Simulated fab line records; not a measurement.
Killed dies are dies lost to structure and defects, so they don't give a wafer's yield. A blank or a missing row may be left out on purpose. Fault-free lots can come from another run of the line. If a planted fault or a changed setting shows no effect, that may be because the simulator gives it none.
A struck lot beside a sound one ; flow n5Finfet ; 16 steps out of a route of 1938
Sound: wafers L930.1, L930.2, L930.6. Wafers struck: L920.1, L920.2, L920.5. The cause is named last.
Order at every step that has rows: each side's tool, ch and its chambers, its first start. Under that, the readings that differ: sound wafers ; struck wafers ; difference of the means ; sigmas: that difference in standard deviations of wafers without a fault.
alike: same words and numbers on both sides, and readings whose means sit less than 2 such deviations apart. not compared: any withheld reading, any reading some wafer has no value for, any bound like >300 that may hide the same value, and any number with overlapping values for which the record gives no deviation.
Wherever a step has rows on one side only, a row that says differs or no value, or a row with sigmas, the two part there. Numbers that have no deviation but don't overlap get no sigmas and don't part them. A reading missing from all wafers of one side parts the sides only when that side holds two or more wafers.

first, 7 steps without rows for these wafers: N5_BEOL_M0_CUTY_COAT_50 (time 60 s, resist thk 15 nm); N5_BEOL_M0_CUTY_COAT_51 (resist thk 150 nm); N5_BEOL_M0_CUTY_EBR_52; N5_BEOL_M0_CUTY_SOFTBAKE_53 (time 60 s); N5_BEOL_M0_CUTY_EXPOSE_54 (exposes mask M0 ABLK); N5_BEOL_M0_CUTY_PEB_55 (peb time 60 s); N5_BEOL_M0_CUTY_DEVELOP_56 (develop time 30 s).
N5_BEOL_M0_CUTY_CD_MEAS_57: the cd target is 200 nm.
  sound on cdSem-03 ch 0, day 9 16:22; struck on cdSem-01 ch 0, day 6 22:35
reading;sound;struck;difference;sigmas
cdNm (nm);200.4 200.2 200.4;197.2 198.4 198.2;-2.4;-2
N5_BEOL_M0_CUTY_OVL_MEAS_58:
  sound on overlay-01 ch 0, day 9 16:24; struck on overlay-01 ch 0, day 6 22:37
  alike: M0_ABLK_OVL
N5_BEOL_M0_CUTY_INSPECT_59: inspects for defects (macro).
  struck on defectInspect-01, day 6 22:38; sound on defectInspect-01, day 9 16:25
  alike: rawDefectCount
N5_BEOL_M0_CUTY_DESCUM_61: chemistry O2, time 7.9 s.
  sound on rieDiel-04 ch 1,2,3, day 9 16:28; struck on rieDiel-04 ch 1,3, day 6 23:00
  alike: drypumpMotorCurrentA, oesProductAu, rfVppV, showerheadPlenumPTorr, throttleValvePct
  not compared: rfHoursCounterH
N5_BEOL_M0_CUTY_ETCH_62: etches SiARC in CF4, time 58.5 s.
  sound on rieDiel-04 ch 1,2,3, day 9 16:29; struck on rieDiel-04 ch 1,3, day 6 23:02
reading;sound;struck;difference;sigmas
cf4FlowSccm (sccm);100.71 100.46 100.12;99.76 100.15 99.63;-0.58;-2
  alike: biasW, drypumpMotorCurrentA, etchRfOnTimeS, oesProductAu, rfVppV, showerheadPlenumPTorr, throttleValvePct
  not compared: rfHoursCounterH
N5_BEOL_M0_CUTY_ETCH_63: etches SOC in N2/H2, target depth 82.7 nm, overetch 16.5 nm, time 124 s.
  sound on rieDiel-04 ch 1,2,3, day 9 16:32; struck on rieDiel-04 ch 1,3, day 6 23:05
  no value came back on the struck wafers for any of 7 readings (biasW (W), chamberPressureMTorr (mTorr) and others); on the sound wafers biasW (W) reads 150.6 148.9 150.7
reading;sound;struck;difference;sigmas
model.CAR-ArF-block_of_BEOL_M0_CUTY_COAT_51.thkNm (nm);0 0 0;119.2 119 119.4;+119.2;
model.SiO2_of_BEOL_M0_SAQP_SPACER2_ALD_26.thkNm (nm);7 7 7.2;10.8 10.6 10.6;+3.6;
  not compared: rfHoursCounterH, model.SiO2_of_BEOL_M0_SAQP_ALD_48.thkNm
then, 1 step without rows for these wafers: N5_BEOL_M0_CUTY_STRIP_64 (strips in N2/H2).
N5_BEOL_M4_RC_MEAS_101:
  the record has rows for the sound wafers here (prober-01 ch 0, day 11 17:05) and none for the struck ones
-- record jumps: 6 days separate the struck wafers' starts on either side; left off in module BEOL_M4, taken up again in module PASSIVATION, whose first shown step is the route's number 1936 --
N5_PASSIVATION_PROBE_49:
  struck on prober-01, day 13 06:38; sound on prober-02, day 16 01:00
reading;sound;struck;difference;sigmas
defectLimitedYield (%);91.4 90.9 91.0;0 0 0;-91;-61
killed_at_M0_to_M3;32 31 31;1124 1131 1140;+1100;+99 or more
killedAtFrontEnd;46 48 40;25 16 15;-26;-3
killedDies;102 107 106;1180 1180 1180;+1075;+63
killedOnRim;8 16 8;152 152 152;+141;+35
sort_bin_5_function (%);5.2 5.5 5.7;97.1 97.6 97.6;+92.0;+99
sortNPass;1078 1073 1074;0 0 0;-1075;-63
sortYieldPct (%);91.4 90.9 91.0;0 0 0;-91;-65
  alike: killed_at_M4_up, killedAtContacts, killedAtOther, killedOpen, killedShort, sort_bin_6_memory

== WHERE THEY PART ==
Last at N5_PASSIVATION_PROBE_49 as far as this record goes, first at N5_BEOL_M0_CUTY_CD_MEAS_57.

WHY: what the simulator had put in
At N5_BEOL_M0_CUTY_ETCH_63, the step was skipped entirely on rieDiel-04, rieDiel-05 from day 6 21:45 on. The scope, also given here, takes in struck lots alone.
